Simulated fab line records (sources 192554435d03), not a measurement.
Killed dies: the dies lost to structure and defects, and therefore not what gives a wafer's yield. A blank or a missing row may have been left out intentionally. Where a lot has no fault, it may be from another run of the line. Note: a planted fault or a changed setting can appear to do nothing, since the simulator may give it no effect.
Chamber matching / flow n5_finfet / N5_FIN_SAQP_MANDREL2_REMOVE_60 on rie_si-01 has 4 sister chambers
The step chemistry HBr/Cl2/O2, target a-Si, stops on SiNx, bt time 10 s. 8 wafers are shown with their chamber, then 10 later ones without.

== EACH WAFER AND ITS CHAMBER ==
wafer=L081.5; chamber=2; throttle_valve_pct (%)=36.88; drypump_motor_current_A (A)=5.1
wafer=L088.1; chamber=1; throttle_valve_pct (%)=36.69; drypump_motor_current_A (A)=6.3
wafer=L088.5; chamber=1; throttle_valve_pct (%)=36.67; drypump_motor_current_A (A)=6.2
wafer=L088.6; chamber=0; throttle_valve_pct (%)=36.55; drypump_motor_current_A (A)=5.6
wafer=L089.5; chamber=3; throttle_valve_pct (%)=36.47; drypump_motor_current_A (A)=6.1
wafer=L089.6; chamber=2; throttle_valve_pct (%)=36.88; drypump_motor_current_A (A)=5.1
wafer=L091.1; chamber=3; throttle_valve_pct (%)=36.49; drypump_motor_current_A (A)=6.2
wafer=L091.2; chamber=0; throttle_valve_pct (%)=36.58; drypump_motor_current_A (A)=5.5

== WAFERS WITH NO CHAMBER GIVEN ==
wafer=L091.3; throttle_valve_pct (%)=36.90; drypump_motor_current_A (A)=5.0
wafer=L092.1; throttle_valve_pct (%)=36.89; drypump_motor_current_A (A)=5.0
wafer=L092.4; throttle_valve_pct (%)=36.68; drypump_motor_current_A (A)=6.3
wafer=L092.6; throttle_valve_pct (%)=36.47; drypump_motor_current_A (A)=6.1
wafer=L094.1; throttle_valve_pct (%)=36.86; drypump_motor_current_A (A)=5.0
wafer=L094.5; throttle_valve_pct (%)=36.89; drypump_motor_current_A (A)=5.0
wafer=L094.6; throttle_valve_pct (%)=36.47; drypump_motor_current_A (A)=6.1
wafer=L096.1; throttle_valve_pct (%)=36.68; drypump_motor_current_A (A)=6.3
wafer=L096.2; throttle_valve_pct (%)=36.48; drypump_motor_current_A (A)=6.1
wafer=L096.4; throttle_valve_pct (%)=36.89; drypump_motor_current_A (A)=5.0

== CHAMBER TAKEN BY EACH ==
wafer=L091.3; from the rows above=2; in truth=2
wafer=L092.1; from the rows above=2; in truth=2
wafer=L092.4; from the rows above=1; in truth=1
wafer=L092.6; from the rows above=3; in truth=3
wafer=L094.1; from the rows above=2; in truth=2
wafer=L094.5; from the rows above=2; in truth=2
wafer=L094.6; from the rows above=3; in truth=3
wafer=L096.1; from the rows above=1; in truth=1
wafer=L096.2; from the rows above=3; in truth=3
wafer=L096.4; from the rows above=2; in truth=2
Correctly placed: 10 of 10. Can't be placed from these rows: 0. 0 placed wrongly.
How it was worked out, from the rows above alone: a wafer's distance from a chamber is the root of the sum, over the readings, of the square of ((its reading less the chamber's mean) divided by the reading's scatter). If the next closest chamber is less than 2 further off than the closest, the wafer can't be placed; otherwise it belongs to the closest. The mean given for a chamber averages the wafers shown for that chamber. The scatter is the square root of a quotient: the sum, over the shown wafers, of each reading's squared deviation from its chamber's mean, divided by wafers minus chambers.
